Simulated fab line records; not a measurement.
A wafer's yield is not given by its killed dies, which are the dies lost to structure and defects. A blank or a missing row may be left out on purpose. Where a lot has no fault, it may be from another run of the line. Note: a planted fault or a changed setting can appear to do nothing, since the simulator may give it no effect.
fab line records	flow n5Finfet
record lots=6	wafers=17	lastDay=18
route steps=1938 shown BEOL_M13@1661
lots untouched by any fault: they come from a run of this same line in which no faults occurred
startH: hours from the record's first day to the start of the lot's first wafer shown	waitH: hours elapsed since this lot's preceding step	" same as the row above	L1.1+2: a row that stands for several wafers	- value missing, or start not given	* or withheld: withheld	< > ~ a bound
route shown NAME@n: a module of which the file shows steps, and the number in the route of the first	usual: mean/standard deviation taken from wafers without a fault	same: alike in all rows	chamber/n: place in a boat	sites: per-site readings	_std_site: their standard deviation	_edge_site: the outer-site mean with the inner-site mean subtracted	radiusMm: for every site, how far away it sits from the centre of the wafer	mask NAME#n: copy n	behind: the tool/chamber that last shaped the wafer	hold: cause of the lot's hold/its duration in hours/its outcome	device: the n, p or np transistor that did not switch	end of line: the same wafers' tests at the end of the route	a step given without rows: its recipe and nothing more	killed: at the first sort, the dies lost to defects and structure; wafer yield is something else	map: shows each die of a wafer: x if killed, . if not, _ if none is there
set.NAME: setting as actually run; set.NAME@STEP: the setting as run at that earlier step	model.NAME: the simulator's own value behind a step, which no gauge read
lots at some steps of the route; a table a step, a row a wafer
services: the hour from which a tool's chamber was out of use, counted from the record's first day as startH (under 0 if before that day), plus the number of hours and why
## steps
# step N5_BEOL_M13_COAT_58
# recipe resist=BARC	tempC=205	timeS=60	spinRpm=1500	resistThkNm=89
# step N5_BEOL_M13_COAT_04
# recipe spinRpm=1625	resistThkNm=400
# step N5_BEOL_M13_EBR_06
# recipe solvent=PGMEA	ebrWidthMm=1.5
# step N5_BEOL_M13_SOFTBAKE_05
# recipe tempC=130	timeS=60
# step N5_BEOL_M13_EXPOSE_07
# recipe maskId=V12	na=0.93	sourceShape=conventional	sigmaOuter=0.6	polarization=unpolarized	attpsmPhaseDeg=180	doseMj=24.8
# step N5_BEOL_M13_PEB_08
# recipe pebTempC=130	pebTimeS=90
# step N5_BEOL_M13_DEVELOP_09
# recipe developTimeS=45	rinseLiquid=diw	dry=airSpin	devTempC=21
# step N5_BEOL_M13_HARDBAKE_14
# recipe tempC=130	timeS=120
# step N5_BEOL_M13_CD_MEAS_10
# recipe targetCdNm=190	landingEnergyEv=500	detector=seInlens	polarity=opening
# usual cdNm=189.9/1.3
lot.wafer	tool	chamber	startH	waitH	cdNm
L585.1	cdSem-02	0	300.04	-	190.2
L585.6	"	0	"	"	190.5
L586.2	cdSem-03	0	307.18	-	191.8
L586.4	"	0	"	"	191.3
L586.6	"	0	"	"	191.5
L595.2	cdSem-03	0	355.48	-	188.4
L595.3	"	0	"	"	187.2
L595.4	"	0	"	"	187.3
L593.3	cdSem-01	0	356.06	-	190.9
L593.5	"	0	"	"	191.2
L593.6	"	0	"	"	191.1
L596.1	cdSem-01	0	356.76	-	191.2
L596.2	"	0	"	"	191.3
L596.5	"	0	"	"	190.4
L598.2	cdSem-03	0	386.80	-	190.2
L598.4	"	0	"	"	190.9
L598.6	"	0	"	"	190.6
# step N5_BEOL_M13_OVL_MEAS_11
# recipe pointsPerWafer=44
# usual V12_OVL=-1/5
lot.wafer	tool	chamber	startH	waitH	V12_OVL[nm]
L585.1	overlay-01	0	300.07	0.0	9
L585.6	"	0	"	"	9
L586.2	overlay-01	0	307.21	0.0	-4
L586.4	"	0	"	"	-2
L586.6	"	0	"	"	-8
L595.2	overlay-02	0	355.51	0.0	-10
L595.3	"	0	"	"	-5
L595.4	"	0	"	"	-3
L593.3	overlay-02	0	356.09	0.0	-1
L593.5	"	0	"	"	-3
L593.6	"	0	"	"	-5
L596.1	overlay-02	0	356.79	0.0	-6
L596.2	"	0	"	"	-12
L596.5	"	0	"	"	1
L598.2	overlay-01	0	386.83	0.0	-1
L598.4	"	0	"	"	-3
L598.6	"	0	"	"	1
# step N5_BEOL_M13_INSPECT_12
# recipe mode=adi	inspectInstrument=macro
# usual rawDefectCount=1.9/1.4
lot.wafer	tool	chamber	startH	waitH	rawDefectCount
L585.1	defectInspect-01	-	300.09	0.0	3
L585.6	"	-	"	"	0
L586.2	defectInspect-01	-	307.23	0.0	1
L586.4	"	-	"	"	2
L586.6	"	-	"	"	2
L595.2	defectInspect-01	-	355.53	0.0	1
L595.3	"	-	"	"	1
L595.4	"	-	"	"	3
L593.3	defectInspect-01	-	356.11	0.0	3
L593.5	"	-	"	"	4
L593.6	"	-	"	"	2
L596.1	defectInspect-02	-	356.81	0.0	1
L596.2	"	-	"	"	2
L596.5	"	-	"	"	4
L598.2	defectInspect-01	-	386.86	0.0	1
L598.4	"	-	"	"	3
L598.6	"	-	"	"	1
# step N5_BEOL_M13_DESCUM_15
# recipe chemistry=O2	timeS=7.9	sourcePowerW=50	biasPowerW=20	pressureMtorr=20	rfFrequencyHz=2.712e+07	tempC=40	o2FlowSccm=225
# usual drypumpMotorCurrentA=5.8/0.41	o2FlowSccm=224.9/0.65	oesProductAu=0.79/0.1	rfVppV=242.6/1.3	showerheadPlenumPTorr=2.06/0.064	tempC=40.00/0.12	throttleValvePct=20.37/0.26
lot.wafer	tool	chamber	startH	waitH	drypumpMotorCurrentA	o2FlowSccm	oesProductAu	rfHoursCounterH	rfVppV	showerheadPlenumPTorr	tempC	throttleValvePct
L585.1	rieDiel-04	0	300.13	0.0	5.6	224.7	0.66	244	243.2	2.06	40.01	20.80
L585.6	"	1	"	"	6.1	225.9	0.72	-	244.3	2.16	39.84	20.35
L586.2	rieDiel-04	0	307.26	0.0	5.6	225.7	0.67	247	242.4	2.06	40.16	20.79
L586.4	"	0	"	"	5.6	224.6	0.67	-	243.9	2.06	39.76	20.81
L586.6	"	1	"	"	6.1	225.2	0.72	-	244.1	2.16	39.98	20.36
L595.2	rieDiel-02	3	355.57	0.0	6.2	224.0	0.86	47	242.2	2.12	40.04	19.89
L595.3	"	0	"	"	5.7	225.3	0.71	196	242.3	2.08	39.92	20.70
L595.4	"	1	"	"	5.7	224.5	0.73	186	239.4	1.91	40.09	20.02
L593.3	rieDiel-03	1	356.15	0.0	4.8	225.3	0.87	53	244.5	2.12	40.30	20.19
L593.5	"	0	"	"	6.1	224.9	0.71	-	241.5	1.98	39.97	20.66
L593.6	"	1	"	"	4.7	225.3	0.87	-	244.3	2.12	40.05	20.19
L596.1	rieDiel-03	0	356.85	0.0	6.1	225.3	0.72	233	241.8	1.98	40.10	20.69
L596.2	"	3	"	"	6.2	224.9	0.75	159	242.7	2.00	40.05	20.53
L596.5	"	3	"	"	6.2	226.4	0.75	-	242.3	2.00	39.93	20.53
L598.2	rieDiel-04	3	386.89	0.0	5.8	226.0	0.93	22	242.5	2.05	39.95	20.31
L598.4	"	0	"	"	5.6	224.6	0.93	16	241.5	2.05	39.90	20.45
L598.6	"	0	"	"	5.6	225.0	0.94	-	242.6	2.05	40.08	20.46
# step N5_BEOL_M13_ETCH_59
# recipe chemistry=N2/H2	target=BARC	targetDepthA=890	overetchA=267	timeS=67.9	ionEnergyEv=200	pressureMtorr=30	sourceW=840	biasW=150	n2FlowSccm=200	h2FlowSccm=200
# usual drypumpMotorCurrentA=5.8/0.42	oesProductAu=0.68/0.082	rfVppV=522.8/2.4	runLengthS=91.3/0.41	showerheadPlenumPTorr=2.50/0.08	throttleValvePct=17.84/0.26
lot.wafer	tool	chamber	startH	waitH	drypumpMotorCurrentA	oesProductAu	rfHoursCounterH	rfVppV	runLengthS	showerheadPlenumPTorr	throttleValvePct	model.coat_of_BEOL_M13_COAT_04.thkNm
L585.1	rieDiel-04	0	300.17	0.0	5.6	0.58	244	523.0	91.0	2.50	18.23	319.8
L585.6	"	1	"	"	6.1	0.71	-	527.2	82.9	2.63	17.91	327.4
L586.2	rieDiel-04	0	307.30	0.0	5.6	0.66	247	522.5	82.6	2.50	18.27	325
L586.4	"	0	"	"	5.6	0.58	-	522.3	90.7	2.50	18.23	318
L586.6	"	1	"	"	6.1	0.71	-	526.9	82.8	2.63	17.91	326
L595.2	rieDiel-02	3	355.60	0.0	6.3	0.73	47	524.3	91.4	2.59	17.51	317.2
L595.3	"	0	"	"	5.7	0.60	196	522.2	91.2	2.52	18.20	317.6
L595.4	"	1	"	"	5.7	0.61	186	517.1	91.4	2.32	17.50	316.6
L593.3	rieDiel-03	1	356.18	0.0	4.7	0.74	53	526.0	91.1	2.57	17.61	314.4
L593.5	"	0	"	"	6.1	0.61	-	522.4	90.9	2.40	17.99	320
L593.6	"	1	"	"	4.7	0.74	-	525.0	91.1	2.57	17.59	315
L596.1	rieDiel-03	0	356.88	0.0	6.1	0.62	233	519.2	90.7	2.40	17.99	319.4
L596.2	"	3	"	"	6.2	0.64	159	522.5	90.6	2.43	17.96	320.8
L596.5	"	3	"	"	6.2	0.65	-	521.7	91.1	2.43	17.95	318.8
L598.2	rieDiel-04	3	386.92	0.0	5.8	0.79	22	521.5	91.5	2.49	17.74	315.2
L598.4	"	0	"	"	5.6	0.79	16	522.6	91.1	2.49	17.83	317.6
L598.6	"	0	"	"	5.6	0.79	-	523.8	90.9	2.49	17.84	317.4
# step N5_BEOL_M13_VIA_ETCH_16
# recipe chemistry=C4F8/O2/Ar	target=SiOC	pressureMtorr=30	sourceW=3000	biasW=700	Ar_flow_sccm=400	C4F8_flow_sccm=15	O2_flow_sccm=8	heInnerTorr=15	heOuterTorr=30	targetDepthA=9217	timeS=withheld	ionEnergyEv=250	ends=cleared
# usual O2_flow_sccm=7.999/0.025	drypumpMotorCurrentA=5.8/0.42	oesProductAu=0.72/0.091	rfVppV=664.0/2.9	showerheadPlenumPTorr=3.37/0.098	throttleValvePct=24.16/0.26
lot.wafer	tool	chamber	startH	waitH	O2_flow_sccm	drypumpMotorCurrentA	oesProductAu	rfVppV	showerheadPlenumPTorr	throttleValvePct	model.coat_of_BEOL_M13_COAT_04.thkNm
L585.1	rieDiel-04	0	300.22	0.0	8.046	5.6	0.60	663.8	3.36	24.52	71.4
L585.6	"	1	"	"	8.016	6.1	0.64	670.2	3.52	24.10	77
L586.2	rieDiel-04	0	307.35	0.0	8.042	5.6	0.60	663.2	3.36	24.53	81.2
L586.4	"	0	"	"	8.025	5.6	0.60	663.3	3.36	24.54	70.4
L586.6	"	1	"	"	7.992	6.1	0.65	668.5	3.52	24.09	79
L595.2	rieDiel-02	3	355.65	0.0	7.972	6.3	0.78	666.8	3.46	23.70	72.2
L595.3	"	0	"	"	8.036	5.7	0.64	665.3	3.41	24.55	73.4
L595.4	"	1	"	"	8.020	5.7	0.65	657.9	3.15	23.76	66.4
L593.3	rieDiel-03	1	356.23	0.0	7.971	4.7	0.79	667.1	3.48	24.04	68.8
L593.5	"	0	"	"	7.999	6.1	0.65	660.1	3.25	24.37	70.2
L593.6	"	1	"	"	7.993	4.7	0.78	666.5	3.48	24.06	67.6
L596.1	rieDiel-03	0	356.93	0.0	8.047	6.1	0.64	661.6	3.25	24.36	73
L596.2	"	3	"	"	7.988	6.2	0.67	662.0	3.28	24.27	75.6
L596.5	"	3	"	"	8.013	6.2	0.67	661.8	3.28	24.26	69
L598.2	rieDiel-04	3	386.98	0.0	8.047	5.9	0.85	664.1	3.35	24.08	71
L598.4	"	0	"	"	7.986	5.6	0.85	664.0	3.35	24.25	67
L598.6	"	0	"	"	7.975	5.6	0.84	663.5	3.35	24.26	69
# step N5_BEOL_M13_STRIP_63
# recipe chemistry=N2/H2	powerW=1000	tempC=250	h2Frac=0.65	overashFraction=0.3	pressureMtorr=1000	n2FlowSccm=1750	h2FlowSccm=3250
# usual drypumpMotorCurrentA=5.2/0.47	heaterPowerW=334/52	oesProductAu=0.674/0.0051	stripTimeToEndpointS=27.9/0.98	tempC=250.02/0.17
# same overashFraction=0.3
lot.wafer	tool	chamber	startH	waitH	drypumpMotorCurrentA	heaterPowerW	oesProductAu	rfHoursCounterH	stripTimeToEndpointS	tempC
L585.1	plasmaAsher-02	1	300.45	-	6.0	227	0.670	127	28.1	249.89
L585.6	"	0	"	"	5.7	370	0.672	-	29.7	250.10
L586.2	plasmaAsher-01	0	307.59	-	5.1	319	0.674	82	30.9	249.98
L586.4	"	0	"	"	5.1	326	0.670	-	27.8	250.26
L586.6	"	0	"	"	5.1	324	0.682	-	30.3	249.97
L595.2	plasmaAsher-01	1	355.89	-	4.7	373	0.682	91	28.3	249.90
L595.3	"	0	"	"	5.1	316	0.670	-	28.7	250.03
L595.4	"	1	"	"	4.7	368	0.668	-	26.6	250.03
L593.3	plasmaAsher-01	0	356.49	-	5.1	320	0.670	-	27.3	249.74
L593.5	"	1	"	"	4.7	370	0.678	-	27.7	250.18
L593.6	"	0	"	"	5.1	326	0.664	-	27.0	249.97
L596.1	plasmaAsher-01	0	357.17	-	5.1	327	0.673	92	28.5	250.04
L596.2	"	1	"	"	4.7	376	0.670	92	29.3	250.09
L596.5	"	1	"	"	4.7	379	0.672	-	27.3	249.83
L598.2	plasmaAsher-01	0	387.26	-	5.2	330	0.668	97	28.0	249.99
L598.4	"	0	"	"	5.2	322	0.669	-	26.8	249.98
L598.6	"	0	"	"	5.1	321	0.668	-	27.4	249.90
## services
tool	chamber	startH	hours	kind
rieDiel-02	-	289.47	0.3	repair
rieDiel-04	3	298.96	-	clean
rieDiel-04	3	298.96	-	consumableReplace:focusRing
rieDiel-04	3	298.96	20.0	scheduledDown
rieDiel-04	3	298.96	20.0	ventCycle
plasmaAsher-01	-	300.02	1.0	repair
rieDiel-04	0	318.99	-	clean
rieDiel-04	0	318.99	-	consumableReplace:focusRing
rieDiel-04	0	318.99	15.8	scheduledDown
rieDiel-04	0	318.99	15.8	ventCycle
plasmaAsher-01	-	346.36	2.7	repair
## key
firstSign step=N5_BEOL_M13_ETCH_59	reading=runLengthS	direction=down	sigmas=21	usual=*	struck=*
effect none on later readings
modelEffect step=N5_BEOL_M13_ETCH_59	value=coat_of_BEOL_M13_COAT_04.thkNm	without=317.9	struck=326.1
modelEffect step=N5_BEOL_M13_VIA_ETCH_16	value=coat_of_BEOL_M13_COAT_04.thkNm	without=71.07	struck=79.07
metAt N5_BEOL_M13_ETCH_59
struckWafers L585.6,L586.2,L586.6
fault kind=processParameterDrift	tool=rieDiel-04	chamber=-	onsetH=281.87	steps=N5_BEOL_M13_ETCH_59	channel=timeS	offset=*	shape=step	endH=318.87	scope=struckWafersOnly	actsIn=*	stated=*
